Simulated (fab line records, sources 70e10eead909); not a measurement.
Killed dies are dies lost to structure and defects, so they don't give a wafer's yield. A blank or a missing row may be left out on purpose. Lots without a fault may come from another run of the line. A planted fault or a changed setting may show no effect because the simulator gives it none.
Which tool did it? | flow nand_harc | 15 lots, 45 wafers sampled, at 4 steps of a route of 1302

WHAT THE GAUGES READ, wafer by wafer
The record holds no reading of a measuring or inspecting step that can be judged against a usual standard deviation.

WHICH TOOL RAN EACH LOT (tool, then ch and the chambers of the sampled wafers, then the start)
lot  | NHARC_A_CHANNEL_HOLE_D1_ETCH_21  | NHARC_A_CHANNEL_HOLE_D1_ETCH_25            | NHARC_A_CHANNEL_HOLE_D1_XSEM_31 | NHARC_A_CHANNEL_FILL_D1_ETCHBACK_19
L265 | har_etch-01 ch 0,1, day 8 13:59  | har_etch-01 ch 0,1, day 8 19:04 or earlier | xsem-01 ch 0, day 8 19:04       | rie_si-05 ch 1,2, day 9 22:31
L268 | har_etch-02 ch 0,1, day 9 22:02  | har_etch-02 ch 0,1, day 10 00:29           | xsem-01 ch 0, day 10 03:14      | rie_si-01 ch 1,2, day 11 04:42
L269 | har_etch-01 ch 0,1, day 10 06:14 | har_etch-01 ch 0,1, day 10 08:41           | xsem-02 ch 0, day 10 11:25      | rie_si-01 ch 1,2,3, day 11 12:51
L270 | har_etch-01 ch 0,1, day 11 03:34 | har_etch-01 ch 0,1, day 11 06:02           | xsem-02 ch 0, day 11 08:45      | rie_si-05 ch 1,2,3, day 12 10:09
L271 | har_etch-02 ch 0,1, day 11 08:20 | har_etch-02 ch 0,1, day 11 11:03           | xsem-01 ch 0, day 11 13:20      | rie_si-05 ch 2,3, day 12 15:14
L279 | har_etch-01 ch 0,1, day 14 14:59 | har_etch-01 ch 0,1, day 14 17:28           | xsem-01 ch 0, day 14 20:19      | rie_si-05 ch 0,1,2, day 15 20:29
L278 | har_etch-01 ch 0,1, day 14 19:19 | har_etch-01 ch 0,1, day 14 21:56           | xsem-02 ch 0, day 15 00:23      | rie_si-05 ch 0,1,3, day 16 01:07
L280 | har_etch-01 ch 0,1, day 15 00:52 | har_etch-01 ch 0,1, day 15 03:20           | xsem-01 ch 0, day 15 06:02      | rie_si-05 ch 0,1,3, day 16 06:32
L281 | har_etch-01 ch 0,1, day 15 05:14 | har_etch-01 ch 0,1, day 15 07:55           | xsem-01 ch 0, day 15 10:12      | rie_si-04 ch 0,3, day 16 10:37
L282 | har_etch-01 ch 0,1, day 15 22:58 | har_etch-01 ch 0,1, day 16 01:31           | xsem-01 ch 0, day 16 04:04      | rie_si-04 ch 0,1,3, day 17 06:29
L284 | har_etch-02 ch 0,1, day 16 07:08 | har_etch-02 ch 0,1, day 16 09:41           | xsem-01 ch 0, day 16 12:15      | rie_si-01 ch 0,1, day 17 14:26
L283 | har_etch-01 ch 0,1, day 16 08:23 | har_etch-01 ch 0,1, day 16 10:56           | xsem-02 ch 0, day 16 13:31      | rie_si-04 ch 0,1,3, day 17 14:27
L285 | har_etch-01 ch 0,1, day 17 02:00 | har_etch-01 ch 0,1, day 17 04:36           | xsem-01 ch 0, day 17 07:02      | rie_si-05 ch 0,1, day 18 07:27
L286 | har_etch-01 ch 1, day 17 05:59   | har_etch-01 ch 1, day 17 08:28             | xsem-02 ch 0, day 17 11:12      | rie_si-01 ch 2,3, day 18 11:32
L288 | har_etch-01 ch 0,1, day 18 01:30 | har_etch-01 ch 0,1, day 18 03:59           | xsem-02 ch 0, day 18 06:41      | rie_si-04 ch 2,3, day 19 07:45
- NHARC_A_CHANNEL_HOLE_D1_ETCH_21: etches the open film in C4F8/O2/Ar, time 514.3 s, target depth 1600 nm.
- NHARC_A_CHANNEL_HOLE_D1_ETCH_25: etches the open film in C4F8/O2/Ar, time 1040.2 s, target depth 1500 nm.
- NHARC_A_CHANNEL_HOLE_D1_XSEM_31
- NHARC_A_CHANNEL_FILL_D1_ETCHBACK_19: etches the open film in HBr/Cl2, target depth 5 nm, time 1.7 s.

WHAT THE TOOLS THEMSELVES READ (means of the sampled wafers that have a number; where no wafer has one, the mark that the record gives instead)
NHARC_A_CHANNEL_HOLE_D1_ETCH_21.
lot  | tool        | drypump_motor_current_A (A) | showerhead_plenum_p_Torr (Torr) | temp_c (C) | throttle_valve_pct (%)
L265 | har_etch-01 | 6.4                         | 3.74                            | -20.03     | 32.154
L268 | har_etch-02 | 5.9                         | 3.60                            | -20.08     | 32.151
L269 | har_etch-01 | 6.5                         | 3.72                            | -19.86     | 32.155
L270 | har_etch-01 | 6.1                         | 3.71                            | -20.08     | 32.155
L271 | har_etch-02 | 5.9                         | 3.59                            | -19.97     | 32.155
L279 | har_etch-01 | 6.4                         | 3.69                            | -19.90     | 32.163
L278 | har_etch-01 | 6.1                         | 3.69                            | -20.08     | 32.161
L280 | har_etch-01 | 6.4                         | 3.69                            | -20.04     | 32.153
L281 | har_etch-01 | 6.1                         | 3.68                            | -20.04     | 32.155
L282 | har_etch-01 | 6.1                         | 3.68                            | -20.01     | 32.158
L284 | har_etch-02 | 5.5                         | 3.57                            | -20.02     | 32.152
L283 | har_etch-01 | 6.4                         | 3.67                            | -20.01     | 32.158
L285 | har_etch-01 | 6.4                         | 3.67                            | -19.88     | 32.154
L286 | har_etch-01 | 6.8                         | 3.66                            | -19.81     | 32.151
L288 | har_etch-01 | 6.1                         | 3.66                            | -20.07     | 32.158

NHARC_A_CHANNEL_HOLE_D1_ETCH_25.
lot  | tool        | drypump_motor_current_A (A) | showerhead_plenum_p_Torr (Torr) | temp_c (C) | throttle_valve_pct (%)
L265 | har_etch-01 | 6.5                         | 3.73                            | -19.99     | 32.228
L268 | har_etch-02 | 5.9                         | 3.60                            | -20.00     | 32.230
L269 | har_etch-01 | 6.4                         | 3.72                            | -20.00     | 32.237
L270 | har_etch-01 | 6.1                         | 3.71                            | -20.02     | 32.240
L271 | har_etch-02 | 5.9                         | 3.59                            | -19.99     | 32.237
L279 | har_etch-01 | 6.5                         | 3.68                            | -19.93     | 32.236
L278 | har_etch-01 | 6.1                         | 3.68                            | -19.95     | 32.250
L280 | har_etch-01 | 6.4                         | 3.68                            | -19.96     | 32.234
L281 | har_etch-01 | 6.1                         | 3.68                            | -19.99     | 32.234
L282 | har_etch-01 | 6.1                         | 3.67                            | -19.99     | 32.231
L284 | har_etch-02 | 5.5                         | 3.57                            | -20.00     | 32.225
L283 | har_etch-01 | 6.4                         | 3.67                            | -19.90     | 32.228
L285 | har_etch-01 | 6.4                         | 3.66                            | -19.97     | 32.233
L286 | har_etch-01 | 6.8                         | 3.66                            | -19.93     | 32.221
L288 | har_etch-01 | 6.1                         | 3.65                            | -19.98     | 32.237

NHARC_A_CHANNEL_HOLE_D1_XSEM_31.
lot  | tool    | bot_cd_nm (nm) | bow_nm (nm) | tilt_deg (degrees)
L265 | xsem-01 | 74.3           | 8.35        | 0.07
L268 | xsem-01 | 74.8           | 8.45        | 0.09
L269 | xsem-02 | 73.4           | 8.95        | 0.11
L270 | xsem-02 | 75.1           | 8.44        | 0.08
L271 | xsem-01 | 73.8           | 8.51        | 0.10
L279 | xsem-01 | 74.5           | 8.54        | 0.02
L278 | xsem-02 | 73.9           | 8.61        | 0.05
L280 | xsem-01 | 75.6           | 8.49        | -0.01
L281 | xsem-01 | 75.4           | 8.91        | 0.11
L282 | xsem-01 | 74.7           | 9.06        | 0.13
L284 | xsem-01 | 73.6           | 8.54        | 0.03
L283 | xsem-02 | 75.5           | 8.77        | 0.08
L285 | xsem-01 | 74.6           | 8.62        | 0.01
L286 | xsem-02 | 74.7           | 8.87        | 0.10
L288 | xsem-02 | 75.5           | 8.60        | 0.11

NHARC_A_CHANNEL_FILL_D1_ETCHBACK_19.
lot  | tool      | bias_w (W) | chamber_pressure_mTorr (mTorr) | drypump_motor_current_A (A) | mfc_cl2_sccm (sccm) | oes_product_au (a.u.) | throttle_valve_pct (%)
L265 | rie_si-05 | 100.10     | 14.990                         | 5.6                         | 49.98               | 1.006                 | 26.399
L268 | rie_si-01 | 100.10     | 14.987                         | 5.5                         | 50.00               | 0.996                 | 26.410
L269 | rie_si-01 | -          | -                              | -                           | -                   | -                     | -
L270 | rie_si-05 | -          | -                              | -                           | -                   | -                     | -
L271 | rie_si-05 | -          | -                              | -                           | -                   | -                     | -
L279 | rie_si-05 | 99.83      | 14.994                         | 5.4                         | 49.96               | 0.994                 | 26.405
L278 | rie_si-05 | 100.08     | 14.992                         | 5.3                         | 49.98               | 0.991                 | 26.411
L280 | rie_si-05 | 100.08     | 15.009                         | 5.3                         | 49.87               | 0.994                 | 26.409
L281 | rie_si-04 | 100.33     | 15.015                         | 6.2                         | 49.85               | 0.993                 | 26.410
L282 | rie_si-04 | 99.96      | 15.004                         | 5.7                         | 50.11               | 0.992                 | 26.408
L284 | rie_si-01 | 100.21     | 15.008                         | 6.0                         | 50.16               | 1.000                 | 26.403
L283 | rie_si-04 | 99.73      | 15.007                         | 5.8                         | 50.05               | 0.993                 | 26.397
L285 | rie_si-05 | 99.99      | 15.002                         | 5.5                         | 49.96               | 0.998                 | 26.405
L286 | rie_si-01 | 100.15     | 14.997                         | 5.3                         | 50.07               | 0.997                 | 26.403
L288 | rie_si-04 | 99.98      | 15.003                         | 6.4                         | 49.82               | 0.997                 | 26.408

THE ANSWER, worked out from the rows above alone
Rule: what is usual is taken from the lots themselves. Put in order of their means at a reading, lots are off if they are a third of the lots or fewer, leave a main group of 4 or more, and stand apart from it by a gap of 3 or more times the standard deviation of the main group's means; of several such gaps the widest counts. A main group whose means are all the same, to the digits that the tables above print for the reading, isn't used. A lot without any number at a reading at which 4 lots or more have one is off too. The other lots that the step has rows for count as sound. The gauges are gone through in route order, then the tools' own readings, and for those a lot's mean is taken as printed above. The first step at which some lot is off is used, and at that step the reading that is off furthest; a lot without a number counts as furthest.
Off: L269, L270, L271, at NHARC_A_CHANNEL_FILL_D1_ETCHBACK_19 (bias_w). Without a number there: L269, L270, L271. The main group: mean 100.05 W, standard deviation 0.15.
A tool fits if, at that step or a process step before it, it ran every lot that is off, and no sound lot after the first of them. NHARC_A_CHANNEL_HOLE_D1_ETCH_25 gives no start for some lots, so the hours and the order of its lots are those of NHARC_A_CHANNEL_HOLE_D1_XSEM_31. None of those tried fits.

WHAT THE SIMULATOR HAD PUT IN
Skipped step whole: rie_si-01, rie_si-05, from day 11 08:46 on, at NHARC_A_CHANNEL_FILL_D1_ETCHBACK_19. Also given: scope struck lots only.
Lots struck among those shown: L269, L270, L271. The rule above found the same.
